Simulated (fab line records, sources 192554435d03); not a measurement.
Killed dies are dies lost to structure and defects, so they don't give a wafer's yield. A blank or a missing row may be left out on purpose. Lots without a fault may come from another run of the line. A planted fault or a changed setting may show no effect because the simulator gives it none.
fab line records | flow n5_finfet
record lots=7 wafers=19 last_day=17
route steps=1938 shown SD_EPI_N@265 BEOL_M4@1111 PASSIVATION@1936
lots that met no fault: from a run of the same line without faults
start_h: hours from the record's first day to the start of the lot's first wafer shown | wait_h: hours since the lot's step before | " the same as in the row above | L1.1+2: a row that stands for several wafers | - no value, or no start given | * or withheld: withheld | < > ~ a bound
route shown NAME@n: a module of which the file shows steps, and the number in the route of the first | usual: mean/standard deviation of fault-free wafers | same: alike in all rows | chamber/n: place in a boat | sites: the reading at each site | _std_site: their standard deviation | _edge_site: outer sites' mean less inner sites' | radius_mm: how far each site lies from the wafer's centre | mask NAME#n: copy n | behind: the tool/chamber that last shaped the wafer | hold: why the lot was held/for how many hours/how that ended | device: the transistor (n, p or np) that didn't switch | end of line: the same wafers' tests at the end of the route | a step without rows: its recipe alone | killed: dies lost to structure and defects at the first sort, not the wafer's yield | map: a wafer's dies, x killed, . not, _ none there
set.NAME: the setting as run; set.NAME@STEP: as run at that earlier step | model.NAME: the simulator's own value behind a step, which no gauge read
lots at some steps of the route; a table a step, a row a wafer
services: from which hour (start_h, from the record's first day; less than 0 if before it) a tool's chamber was out of use, for how many hours, and why
## steps
# step N5_SD_EPI_N_EBR_05
# recipe solvent=PGMEA ebr_width_mm=1.5
# step N5_SD_EPI_N_SOFTBAKE_04
# recipe temp_c=110 time_s=60 resist=CAR-ArF-block
# step N5_SD_EPI_N_EXPOSE_06
# recipe mask_id=SD_N_BLK na=1.35 source_shape=conventional sigma_outer=0.8 polarization=unpolarized target_cd_nm=120 dose_mj=39.75
# step N5_SD_EPI_N_PEB_07
# recipe peb_temp_c=110 peb_time_s=60 resist=CAR-ArF-block
# step N5_SD_EPI_N_DEVELOP_08
# recipe develop_time_s=30 developer=TMAH resist=CAR-ArF-block dev_temp_c=23 rinse_liquid=diw dry=air_spin
# step N5_SD_EPI_N_CD_MEAS_09
# recipe target_cd_nm=120 landing_energy_ev=500 detector=se_inlens
# usual cd_nm=119.7/0.77
# columns lot.wafer tool chamber start_h wait_h cd_nm
L201.1 cd_sem-03 0 68.03 - 119.0
L201.3 " 0 " " 119.9
L201.5 " 0 " " 119.7
L203.1 cd_sem-01 0 78.81 - 121.2
L203.4 " 0 " " 120.4
L203.5 " 0 " " 120.0
L211.1 cd_sem-01 0 127.61 - 121.3
L211.3 " 0 " " 119.7
L211.4 " 0 " " 119.9
L213.4 cd_sem-03 0 139.54 - 121.2
L213.5 " 0 " " 119.2
L214.3 cd_sem-02 0 144.04 - 119.3
L214.4 " 0 " " 119.4
L218.1 cd_sem-03 0 169.19 - 119.1
L218.3 " 0 " " 119.6
L218.5 " 0 " " 119.6
L219.1 cd_sem-02 0 178.63 - 120.2
L219.2 " 0 " " 120.2
L219.5 " 0 " " 120.1
# step N5_SD_EPI_N_OVL_MEAS_10
# recipe points_per_wafer=44
# usual SD_N_BLK_OVL=-0.6/0.88
# columns lot.wafer tool chamber start_h wait_h SD_N_BLK_OVL[nm]
L201.1 overlay-01 0 68.06 0.0 0.3
L201.3 " 0 " " -0.1
L201.5 " 0 " " 0.3
L203.1 overlay-01 0 78.84 0.0 -0.2
L203.4 " 0 " " 0.4
L203.5 " 0 " " -0.2
L211.1 overlay-02 0 127.64 0.0 -0.3
L211.3 " 0 " " -0.5
L211.4 " 0 " " -0.4
L213.4 overlay-01 0 139.57 0.0 1.9
L213.5 " 0 " " 0.4
L214.3 overlay-01 0 144.07 0.0 -0.5
L214.4 " 0 " " 0.0
L218.1 overlay-01 0 169.22 0.0 -0.2
L218.3 " 0 " " -1.3
L218.5 " 0 " " -1.1
L219.1 overlay-01 0 178.66 0.0 -1.1
L219.2 " 0 " " -1.1
L219.5 " 0 " " -1.1
# step N5_SD_EPI_N_INSPECT_11
# recipe mode=adi inspect_instrument=macro
# usual raw_defect_count=2.1/1.4
# columns lot.wafer tool chamber start_h wait_h raw_defect_count
L201.1 defect_inspect-01 - 68.08 0.0 2
L201.3 " - " " 1
L201.5 " - " " 3
L203.1 defect_inspect-02 - 78.86 0.0 1
L203.4 " - " " 1
L203.5 " - " " 1
L211.1 defect_inspect-02 - 127.67 0.0 1
L211.3 " - " " 2
L211.4 " - " " 2
L213.4 defect_inspect-01 - 139.59 0.0 3
L213.5 " - " " 3
L214.3 defect_inspect-02 - 144.10 0.0 2
L214.4 " - " " 3
L218.1 defect_inspect-02 - 169.25 0.0 3
L218.3 " - " " 2
L218.5 " - " " 3
L219.1 defect_inspect-01 - 178.69 0.0 4
L219.2 " - " " 2
L219.5 " - " " 0
# step N5_SD_EPI_N_DESCUM_14
# recipe chemistry=O2 time_s=7.9 source_power_w=50 bias_power_w=20 pressure_mtorr=20 rf_frequency_hz=2.712e+07 temp_c=40 resist=CAR-ArF-block o2_flow_sccm=225
# usual drypump_motor_current_A=5.7/0.42 oes_product_au=0.77/0.088 rf_vpp_V=243.1/1.4 showerhead_plenum_p_Torr=2.09/0.085 throttle_valve_pct=20.48/0.22
# columns lot.wafer tool chamber start_h wait_h drypump_motor_current_A oes_product_au rf_hours_counter_h rf_vpp_V showerhead_plenum_p_Torr throttle_valve_pct
L201.1 rie_diel-02 0 68.12 0.0 5.0 0.74 176 240.3 1.98 20.53
L201.3 " 3 " " 6.4 0.87 42 244.5 2.12 20.11
L201.5 " 0 " " 5.0 0.74 - 242.1 1.98 20.55
L203.1 rie_diel-03 3 78.90 0.0 6.0 0.91 31 243.8 2.17 20.35
L203.4 " 2 " " 5.6 0.78 99 242.4 2.14 20.64
L203.5 " 3 " " 6.0 0.90 - 244.6 2.17 20.34
L211.1 rie_diel-02 1 127.70 0.0 5.9 0.68 236 241.6 1.95 20.42
L211.3 " 2 " " 5.3 0.95 3 245.7 2.23 20.41
L211.4 " 0 " " 5.1 0.71 201 242.2 1.97 20.58
L213.4 rie_diel-02 1 139.64 0.0 5.9 0.67 - 241.6 1.95 20.42
L213.5 " 0 " " 5.0 0.71 - 243.4 1.97 20.58
L214.3 rie_diel-02 0 144.13 0.0 5.1 0.72 206 241.8 1.97 20.59
L214.4 " 2 " " 5.3 0.92 - 245.3 2.23 20.43
L218.1 rie_diel-03 3 169.28 0.0 6.0 0.84 64 243.8 2.16 20.40
L218.3 " 2 " " 5.6 0.75 128 242.6 2.13 20.69
L218.5 " 2 " " 5.6 0.75 - 242.6 2.13 20.69
L219.1 rie_diel-01 0 178.72 0.0 5.8 0.71 181 244.8 2.16 20.40
L219.2 " 3 " " 5.8 0.70 205 244.2 2.17 20.97
L219.5 " 3 " " 5.8 0.70 - 244.9 2.17 20.98
# step N5_SD_EPI_N_ETCH_34
# recipe chemistry=CF4 target=SiARC target_depth_a=455 mask_material=CAR-ArF-block time_s=75.8 ion_energy_ev=80 pressure_mtorr=40 source_w=545 bias_w=36 Ar_flow_sccm=100 cf4_flow_sccm=100 ends=cleared
# usual bias_w=35.99/0.1 drypump_motor_current_A=5.7/0.41 etch_rf_on_time_s=77/3.5 oes_product_au=0.66/0.08 rf_vpp_V=183.9/1.2 showerhead_plenum_p_Torr=2.13/0.084 throttle_valve_pct=15.64/0.24
# columns lot.wafer tool chamber start_h wait_h bias_w drypump_motor_current_A etch_rf_on_time_s oes_product_au rf_hours_counter_h rf_vpp_V showerhead_plenum_p_Torr throttle_valve_pct
L201.1 rie_diel-02 0 68.15 0.0 36.11 5.1 77 0.63 176 182.5 2.04 15.76
L201.3 " 3 " " 35.91 6.4 73 0.77 42 184.3 2.18 15.36
L201.5 " 0 " " 36.10 5.1 78 0.62 - 182.6 2.04 15.74
L203.1 rie_diel-03 3 78.93 0.0 35.95 6.0 76 0.75 31 185.3 2.20 15.41
L203.4 " 2 " " 36.09 5.6 79 0.67 99 184.4 2.18 15.71
L203.5 " 3 " " 35.99 6.0 76 0.77 - 184.6 2.20 15.41
L211.1 rie_diel-02 1 127.73 0.0 36.06 5.9 77 0.59 236 182.3 2.03 15.84
L211.3 " 2 " " 35.80 5.2 71 0.84 3 184.8 2.30 15.61
L211.4 " 0 " " 36.06 5.1 79 0.60 201 183.0 2.04 15.81
L213.4 rie_diel-02 1 139.69 0.0 36.03 5.9 79 0.58 - 183.4 2.03 15.83
L213.5 " 0 " " 35.89 5.1 79 0.60 - 180.9 2.03 15.80
L214.3 rie_diel-02 0 144.16 0.0 36.12 5.1 79 0.60 206 182.8 2.03 15.80
L214.4 " 2 " " 35.88 5.3 72 0.81 - 185.6 2.30 15.61
L218.1 rie_diel-03 3 169.32 0.0 36.16 6.0 78 0.70 64 183.7 2.18 15.47
L218.3 " 2 " " 35.84 5.6 81 0.63 128 181.9 2.17 15.76
L218.5 " 2 " " 35.98 5.6 81 0.63 - 185.1 2.17 15.76
L219.1 rie_diel-01 0 178.76 0.0 35.97 5.8 83 0.59 181 185.9 2.24 15.86
L219.2 " 3 " " 35.88 5.8 72 0.61 205 184.7 2.21 16.04
L219.5 " 3 " " 35.84 5.8 72 0.61 - 185.1 2.21 16.02
# step N5_SD_EPI_N_ETCH_35
# recipe chemistry=N2/H2 target=SOC overetch_a=1080 mask_material=SiARC temp_c=40 ion_energy_ev=100 source_w=3000 bias_w=133 pressure_mtorr=20 time_s=486 n2_flow_sccm=200 h2_flow_sccm=200
# usual bias_w=133.0/0.43 drypump_motor_current_A=5.7/0.42 h2_flow_sccm=199.9/0.59 oes_product_au=0.70/0.072 rf_vpp_V=240.4/1.5 showerhead_plenum_p_Torr=2.53/0.094 throttle_valve_pct=23.9/0.4
# columns lot.wafer tool chamber start_h wait_h bias_w drypump_motor_current_A h2_flow_sccm oes_product_au rf_hours_counter_h rf_vpp_V showerhead_plenum_p_Torr throttle_valve_pct
L201.1 rie_diel-02 0 68.21 0.0 133.7 5.1 199.4 0.67 176 239.9 2.43 24.2
L201.3 " 3 " " 132.7 6.4 200.8 0.79 42 241.1 2.60 23.8
L201.5 " 0 " " 134.0 5.1 199.2 0.66 - 240.1 2.43 24.2
L203.1 rie_diel-03 3 78.99 0.0 132.2 6.0 200.3 0.80 32 242.2 2.58 23.5
L203.4 " 2 " " 132.7 5.6 200.1 0.71 99 240.9 2.53 23.4
L203.5 " 3 " " 133.3 6.0 200.5 0.80 - 241.2 2.58 23.5
L211.1 rie_diel-02 1 127.79 0.0 133.7 5.8 199.9 0.62 236 238.5 2.40 23.9
L211.3 " 2 " " 132.2 5.3 201.3 0.85 3 242.8 2.72 24.1
L211.4 " 0 " " 132.9 5.1 199.4 0.65 201 239.3 2.42 24.3
L213.4 rie_diel-02 1 139.87 0.2 133.4 5.9 200.3 0.62 - 239.0 2.40 23.9
L213.5 " 0 " " 132.6 5.1 200.0 0.65 - 237.8 2.42 24.3
L214.3 rie_diel-02 0 144.22 0.0 132.7 5.1 200.5 0.64 206 238.0 2.42 24.3
L214.4 " 2 " " 132.6 5.3 199.7 0.82 - 243.7 2.72 24.1
L218.1 rie_diel-03 3 169.37 0.0 132.5 6.0 200.4 0.77 64 239.7 2.57 23.5
L218.3 " 2 " " 132.5 5.5 200.8 0.69 128 241.3 2.52 23.4
L218.5 " 2 " " 132.9 5.6 200.6 0.69 - 240.8 2.52 23.4
L219.1 rie_diel-01 0 178.81 0.0 133.2 5.8 200.0 0.65 181 242.1 2.64 23.5
L219.2 " 3 " " 132.7 5.8 198.5 0.62 205 242.0 2.62 24.6
L219.5 " 3 " " 133.3 5.8 199.9 0.62 - 240.8 2.62 24.6
# step N5_SD_EPI_N_STRIP_36
# recipe chemistry=N2/H2 temp_c=40 n2_flow_sccm=200 h2_flow_sccm=200 rf_frequency_hz=6e+07
# step N5_SD_EPI_N_ETCHBACK_44
# recipe chemistry=CH3F/O2 mode=anisotropic_etchback target=SiNx target_depth_a=145 stop_on=SiO2 over_etch_frac=0.3 ion_energy_ev=120 pressure_mtorr=30 source_w=395 bias_w=73 Ar_flow_sccm=150 CH3F_flow_sccm=30 O2_flow_sccm=20
# usual bias_w=73.02/0.21 drypump_motor_current_A=5.7/0.42 oes_o_777_au=0.78/0.11 oes_product_au=0.66/0.069 over_etch_frac=0.3/0 rf_vpp_V=300/9.9 showerhead_plenum_p_Torr=1.99/0.084 throttle_valve_pct=16.37/0.22
# columns lot.wafer tool chamber start_h wait_h bias_w drypump_motor_current_A oes_o_777_au oes_product_au over_etch_frac rf_hours_counter_h rf_vpp_V showerhead_plenum_p_Torr throttle_valve_pct
L201.1 rie_diel-02 0 68.53 0.0 73.00 5.1 0.74 0.64 0.3 176 296 1.90 16.45
L201.3 " 3 " " 73.10 6.4 0.92 0.74 0.3 42 303 2.06 16.25
L201.5 " 0 " " 73.35 5.1 0.74 0.62 0.3 - 296 1.90 16.45
L203.1 rie_diel-03 3 79.31 0.0 72.79 6.0 0.88 0.76 0.3 32 303 2.05 16.13
L203.4 " 2 " " 73.20 5.6 0.80 0.68 0.3 99 302 2.03 16.44
L203.5 " 3 " " 73.15 6.0 0.89 0.77 0.3 - 303 2.05 16.13
L211.1 rie_diel-02 1 128.12 0.0 73.00 5.9 0.68 0.60 0.3 236 304 1.87 16.47
L211.3 " 2 " " 73.17 5.3 1.01 0.80 0.32671 3 292 2.15 16.32
L211.4 " 0 " " 72.64 5.1 0.73 0.61 0.3 201 298 1.89 16.52
L213.4 rie_diel-02 1 140.09 0.1 73.28 5.9 0.68 0.59 0.3 - 303 1.87 16.48
L213.5 " 0 " " 72.72 5.0 0.72 0.61 0.32671 - 297 1.89 16.49
L214.3 rie_diel-02 0 144.54 0.0 72.96 5.1 0.72 0.61 0.32671 207 296 1.89 16.52
L214.4 " 2 " " 73.42 5.3 0.98 0.78 0.3 - 291 2.15 16.34
L218.1 rie_diel-03 3 169.70 0.0 73.32 6.0 0.84 0.73 0.3 64 303 2.04 16.18
L218.3 " 2 " " 72.85 5.6 0.76 0.66 0.3 128 303 2.02 16.50
L218.5 " 2 " " 72.68 5.6 0.77 0.65 0.3 - 301 2.02 16.49
L219.1 rie_diel-01 0 179.14 0.0 73.08 5.8 0.67 0.62 0.3 181 309 2.07 16.46
L219.2 " 3 " " 72.70 5.8 0.73 0.60 0.3 205 309 2.07 16.80
L219.5 " 3 " " 72.99 5.8 0.72 0.60 0.3 - 307 2.07 16.79
# step N5_SD_EPI_N_ETCH_45
# recipe chemistry=CH3F/O2 target=SiOCN target_depth_a=60 mask_material=SOC ion_energy_ev=60 bias_w=29 pressure_mtorr=15 source_w=410 Ar_flow_sccm=150 CH3F_flow_sccm=30 O2_flow_sccm=20
# usual bias_w=29.00/0.088 drypump_motor_current_A=5.7/0.41 oes_product_au=0.78/0.088 rf_vpp_V=127.3/1.1 showerhead_plenum_p_Torr=1.99/0.084 throttle_valve_pct=23.36/0.27
# columns lot.wafer tool chamber start_h wait_h bias_w drypump_motor_current_A oes_product_au rf_hours_counter_h rf_vpp_V showerhead_plenum_p_Torr throttle_valve_pct
L201.1 rie_diel-02 0 68.63 0.1 28.93 5.1 0.73 176 127.2 1.89 23.46
L201.3 " 3 " " 29.07 6.4 0.89 42 128.5 2.06 23.30
L201.5 " 0 " " 28.99 5.0 0.72 - 126.9 1.89 23.47
L203.1 rie_diel-03 3 79.41 0.1 28.91 6.0 0.90 32 127.5 2.05 23.05
L203.4 " 2 " " 29.05 5.6 0.78 99 127.8 2.03 23.50
L203.5 " 3 " " 28.95 6.0 0.91 - 128.0 2.05 23.03
L211.1 rie_diel-02 1 128.22 0.1 28.95 5.9 0.69 236 126.5 1.87 23.35
L211.3 " 2 " " 29.13 5.3 0.97 3 129.1 2.14 23.54
L211.4 " 0 " " 29.18 5.1 0.71 201 125.5 1.88 23.49
L213.4 rie_diel-02 1 140.19 0.1 29.03 5.9 0.69 - 124.9 1.87 23.35
L213.5 " 0 " " 29.01 5.1 0.70 - 125.4 1.88 23.50
L214.3 rie_diel-02 0 144.64 0.1 28.88 5.0 0.71 207 125.9 1.88 23.48
L214.4 " 2 " " 29.23 5.3 0.95 - 129.4 2.14 23.53
L218.1 rie_diel-03 3 169.80 0.1 29.02 6.0 0.84 64 127.0 2.03 23.09
L218.3 " 2 " " 29.17 5.6 0.75 128 127.8 2.02 23.52
L218.5 " 2 " " 29.12 5.6 0.75 - 127.4 2.02 23.54
L219.1 rie_diel-01 0 179.24 0.1 29.00 5.8 0.70 181 128.4 2.07 23.25
L219.2 " 3 " " 28.84 5.8 0.70 205 126.9 2.06 23.93
L219.5 " 3 " " 28.86 5.8 0.71 - 128.8 2.06 23.95
# step N5_BEOL_M4_RC_MEAS_101
# usual DIBL_N=36.6/2.3 DIBL_P=36.3/2.8 IOFF_N=0.17/0.047 IOFF_P=0.22/0.048 ION_N=676/14 ION_P=463/9.4 SS_N=71.6/0.84 SS_P=73.4/0.85 VT_N=249/3.7 VT_P=-249/3.6
# columns lot.wafer tool chamber start_h wait_h DIBL_N[mV/V] DIBL_P[mV/V] IOFF_N[nA/um] IOFF_P[nA/um] ION_N[uA/um] ION_P[uA/um] SS_N[mV/dec] SS_P[mV/dec] VT_N[mV] VT_P[mV]
L201.1 prober-01 0 183.33 0.0 35.9 34.7 0.16 0.20 691 464 70.7 72.9 249 -248
L201.3 " 0 " " 39.2 38.5 0.23 0.25 702 476 72.1 73.2 243 -248
L201.5 " 0 " " 41.1 41.0 0.27 0.30 691 461 72.4 74.5 242 -246
L203.1 prober-02 0 196.28 0.0 35.1 34.7 0.14 0.19 674 456 71.0 73.1 250 -250
L203.4 " 0 " " 38.1 35.0 0.22 0.19 670 451 72.2 73.2 247 -253
L203.5 " 0 " " 36.1 34.5 0.16 0.19 661 451 71.9 73.4 252 -251
L211.1 prober-01 0 243.52 0.0 36.0 35.1 0.15 0.20 676 462 71.3 73.4 250 -252
L211.3 " 0 " " 41.4 41.1 0.26 0.30 685 468 72.4 74.3 244 -248
L211.4 " 0 " " 39.0 39.0 0.19 0.26 672 463 71.7 74.2 248 -247
L214.3 prober-01 0 256.61 0.3 33.8 32.4 0.12 0.16 669 463 71.2 72.7 255 -253
L214.4 " 0 " " 33.8 33.4 0.12 0.17 647 445 71.3 72.8 256 -252
L213.4 prober-02 0 261.92 0.5 36.1 36.1 0.17 0.24 691 479 71.0 74.3 248 -250
L213.5 " 0 " " 37.4 36.5 0.18 0.24 703 481 72.0 73.8 247 -249
L219.1 prober-02 0 290.97 0.0 33.1 33.5 0.11 0.18 662 462 70.5 73.1 253 -252
L219.2 " 0 " " 32.9 32.5 0.11 0.16 656 459 71.0 73.2 250 -252
L219.5 " 0 " " 36.1 36.9 0.16 0.25 682 471 72.2 73.9 249 -249
L218.1 prober-02 0 294.86 0.0 36.3 35.6 0.18 0.20 687 461 71.3 73.9 247 -252
L218.3 " 0 " " 34.6 34.0 0.16 0.19 687 461 70.3 72.7 246 -251
L218.5 " 0 " " 33.7 32.8 0.14 0.17 657 450 70.8 73.1 251 -253
# step N5_PASSIVATION_PROBE_49
# usual defect_limited_yield=91.5/1.5 killed_at_M0_to_M3=33/9.9 killed_at_M4_up=14/5.2 killed_at_contacts=11/5.2 killed_at_front_end=38/10 killed_at_other=4/3.5 killed_dies=100/18 killed_open=66/14 killed_short=32/6.9 sort_bin_4_leakage=0.00/0.027 sort_bin_5_function=5.0/1 sort_bin_6_memory=3.1/0.69 sort_bin_8_speed=0.03/0.26 sort_n_pass=1080/18 sort_yield_pct=91.5/1.5
# same gross_dies=1180 killed_at_back_side=0
# columns lot.wafer tool chamber start_h wait_h defect_limited_yield[%] killed_at_M0_to_M3 killed_at_M4_up killed_at_contacts killed_at_front_end killed_at_other killed_dies killed_open killed_short sort_bin_4_leakage[%] sort_bin_5_function[%] sort_bin_6_memory[%] sort_bin_8_speed[%] sort_n_pass sort_yield_pct[%]
L201.1 prober-01 - 292.65 0.0 89.8 44 12 16 47 1 120 82 36 0 5.9 3.9 0 1060 89.8
L201.3 prober-01 - 292.75 0.1 94.0 21 9 12 27 2 71 47 23 0 3.5 2.2 0 1109 94.0
L201.5 prober-01 - 292.85 0.2 93.2 25 13 11 24 7 80 63 16 0.17 4.2 2.5 0 1098 93.1
L203.1 prober-01 - 323.98 0.0 90.1 49 18 7 37 6 117 75 41 0 5.8 3.6 0 1063 90.1
L203.4 prober-01 - 324.13 0.2 91.8 33 12 8 39 5 97 64 31 0 5.3 2.8 0 1083 91.8
L203.5 prober-01 - 324.18 0.2 92.7 31 8 4 40 3 86 52 30 0 4.2 3.1 0 1094 92.7
L211.1 prober-02 - 351.64 0.0 92.9 34 19 5 25 1 84 50 33 0 4.9 2.0 0 1096 92.9
L211.3 prober-02 - 351.74 0.1 91.7 23 9 9 44 13 98 62 23 0 5.0 2.5 0 1082 91.7
L211.4 prober-02 - 351.79 0.2 90.3 52 17 7 34 4 114 75 37 0 6.3 3.4 0 1066 90.3
# killed by level:class
L201.1 STI_FIN_REVEAL:geometric_particle:open=15 MOL_CONTACT_COAG:geometric_particle:open=13 BEOL_M0_SAQP:geometric_particle:short=12 FIN_SAQP:geometric_particle:open=11 BEOL_M2:geometric_particle:open=10 BEOL_M1:geometric_particle:open=9 FIN_SAQP:geometric_particle:short=8 BEOL_M8:geometric_particle:open=7
L201.3 MOL_CONTACT_COAG:geometric_particle:open=12 FIN_SAQP:geometric_particle:short=6 STI_FIN_REVEAL:geometric_particle:open=5 BEOL_M1:geometric_particle:open=5 BEOL_M0_SAQP:geometric_particle:short=5 FIN_SAQP:geometric_particle:open=4 GATE_CUT:geometric_particle:short=4 BEOL_M0_SAQP:geometric_particle:open=3
L201.5 STI_FIN_REVEAL:geometric_particle:open=10 MOL_CONTACT_COAG:geometric_particle:open=10 BEOL_M0_SAQP:geometric_particle:open=8 BEOL_M2:geometric_particle:open=6 BEOL_M0_SAQP:geometric_particle:short=5 PAD_METAL:geometric_particle:open=4 FIN_SAQP:geometric_particle:short=3 BEOL_M6:geometric_particle:open=3
L203.1 BEOL_M0_SAQP:geometric_particle:open=11 FIN_SAQP:geometric_particle:short=9 BEOL_M3:geometric_particle:open=9 BEOL_M4:geometric_particle:open=8 DUMMY_GATE:geometric_particle:open=7 STI_FIN_REVEAL:geometric_particle:open=6 MOL_CONTACT_COAG:geometric_particle:open=6 BEOL_M1:geometric_particle:short=6
L203.4 FIN_SAQP:geometric_particle:short=9 BEOL_M0_SAQP:geometric_particle:open=9 STI_FIN_REVEAL:geometric_particle:open=8 MOL_CONTACT_COAG:geometric_particle:open=7 BEOL_M2:geometric_particle:open=7 BEOL_M0_SAQP:geometric_particle:short=5 BEOL_M3:geometric_particle:open=5 FIN_SAQP:geometric_particle:open=4
L203.5 BEOL_M0_SAQP:geometric_particle:open=9 STI_FIN_REVEAL:geometric_particle:open=8 FIN_SAQP:geometric_particle:short=7 BEOL_M0_SAQP:geometric_particle:short=6 BEOL_M2:geometric_particle:open=6 FIN_SAQP:geometric_particle:open=4 STI_FIN_REVEAL:geometric_particle:short=4 DUMMY_GATE:geometric_particle:open=4
L211.1 BEOL_M0_SAQP:geometric_particle:short=10 BEOL_M2:geometric_particle:open=9 BEOL_M4:geometric_particle:open=7 BEOL_M1:geometric_particle:open=7 FIN_SAQP:geometric_particle:short=6 MOL_CONTACT_COAG:geometric_particle:open=5 ILD0:geometric_particle:open=4 BEOL_M8:geometric_particle:open=4
L211.3 HKMG_FIN:area_etch=10 STI_FIN_REVEAL:geometric_particle:open=9 BEOL_M1:geometric_particle:open=7 MOL_CONTACT_COAG:geometric_particle:open=6 BEOL_M0_SAQP:geometric_particle:open=6 PASS1_CAP:geometric_particle:open=6 FIN_SAQP:geometric_particle:short=4 ILD0:geometric_particle:open=4
L211.4 BEOL_M3:geometric_particle:open=12 BEOL_M4:geometric_particle:open=11 BEOL_M0:geometric_particle:open=9 GATE_CUT:geometric_particle:short=8 BEOL_M1:geometric_particle:open=8 FIN_SAQP:geometric_particle:open=6 BEOL_M0_SAQP:geometric_particle:short=6 BEOL_M1:geometric_particle:short=6
## services
# columns tool chamber start_h hours kind
rie_diel-02 2 94.61 - clean
rie_diel-02 2 94.61 - consumable_replace:esc
rie_diel-02 2 94.61 - consumable_replace:focus_ring
rie_diel-02 2 94.61 - consumable_replace:showerhead
rie_diel-02 2 94.61 22.5 scheduled_down
rie_diel-02 2 94.61 22.5 vent_cycle
rie_diel-01 3 110.08 4.3 repair
rie_diel-03 2 128.56 3.6 repair
rie_diel-02 3 139.10 12.7 repair
rie_diel-01 0 143.26 26.3 repair
rie_diel-03 1 174.77 - clean
rie_diel-03 1 174.77 - consumable_replace:focus_ring
rie_diel-03 1 174.77 17.9 scheduled_down
rie_diel-03 1 174.77 17.9 vent_cycle
rie_diel-02 1 177.05 - clean
rie_diel-02 1 177.05 - consumable_replace:focus_ring
rie_diel-02 1 177.05 - consumable_replace:showerhead
rie_diel-02 1 177.05 17.0 scheduled_down
rie_diel-02 1 177.05 17.0 vent_cycle
## key
first_sign step=N5_SD_EPI_N_ETCHBACK_44 reading=over_etch_frac direction=up sigmas=99+ usual=0.3 struck=0.32671
effect none on later readings
met_at N5_SD_EPI_N_ETCHBACK_44
struck_wafers L211.3,L213.5,L214.3
baseline_loss step=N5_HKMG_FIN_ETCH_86 wafers=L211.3
onset_between 68.53 128.12
fault kind=process_parameter_drift tool=rie_diel-02 chamber=- onset_h=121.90 steps=N5_SD_EPI_N_ETCHBACK_44 channel=over_etch_frac offset=0.026713 shape=step end_h=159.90 scope=struck_wafers_only acts_in=these_recipes_only stated=0.3
# baseline_loss: these wafers lose ten dies or more at that step, a loss of the line's own and not of a fault; the sort's usual values leave them out
